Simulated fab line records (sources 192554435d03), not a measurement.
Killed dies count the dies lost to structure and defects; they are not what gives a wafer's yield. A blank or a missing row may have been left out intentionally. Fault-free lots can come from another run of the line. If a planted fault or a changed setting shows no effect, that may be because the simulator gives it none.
Which tool is to blame?    flow n5 finfet    route of 1938 steps, sampled at 1 step: 12 lots, 36 wafers

== WHAT THE GAUGES READ, wafer by wafer ==
N5_BEOL_M5_OCD_MEAS_38.
lot   measured      on      trench depth nm (nm)
L901  day 8 13:51   ocd-02  72.4 73.1 72.3
L902  day 9 04:04   ocd-02  72.2 71.0 71.7
L903  day 9 04:07   ocd-01  71.8 71.0 72.2
L904  day 9 10:29   ocd-01  71.9 72.2 71.7
L912  day 11 07:04  ocd-01  70.9 72.8 71.2
L914  day 11 16:22  ocd-02  69.6 69.4 71.5
L913  day 11 16:59  ocd-01  73.4 71.7 73.2
L916  day 12 10:25  ocd-01  72.8 71.5 70.9
L918  day 12 17:55  ocd-02  70.5 69.8 72.1
L917  day 12 20:38  ocd-01  72.1 72.0 71.7
L919  day 13 09:13  ocd-02  71.0 73.2 70.6
L922  day 13 20:28  ocd-02  69.7 70.6 70.4

== WHAT TOOL EACH LOT RAN ON (gives the tool, then ch and the chambers of the sampled wafers, and finally the start) ==
Before these readings, the record contains no process step.

== WHAT THE TOOLS THEMSELVES READ (means of the sampled wafers that have a number; where no wafer has one, the mark that the record gives instead) ==
The record holds no such reading with a usual standard deviation.

== THE ANSWER, worked out from the rows above alone ==
Rule: the usual values come from the lots themselves. Put in order of their means at a reading, lots are off if they are a third of the lots or fewer, leave a main group of 4 or more, and stand apart from it by a gap of 3 or more times the standard deviation of the main group's means; of several such gaps the widest counts. Not used: any main group whose means are identical at the precision the tables above print for the reading. Also off: a lot with no number at a reading for which 4 or more lots have one. Any other lot the step has rows for is counted as sound. Order of review: gauges by route order, followed by the tools' own readings, for which a lot's mean as printed above is used. At the first step where some lot is off, the reading lying furthest off is the one used; lots without a number count as furthest.
Nothing can be told from this: no lot is off at any reading shown.

== WHAT HAD BEEN PUT IN BY THE SIMULATOR ==
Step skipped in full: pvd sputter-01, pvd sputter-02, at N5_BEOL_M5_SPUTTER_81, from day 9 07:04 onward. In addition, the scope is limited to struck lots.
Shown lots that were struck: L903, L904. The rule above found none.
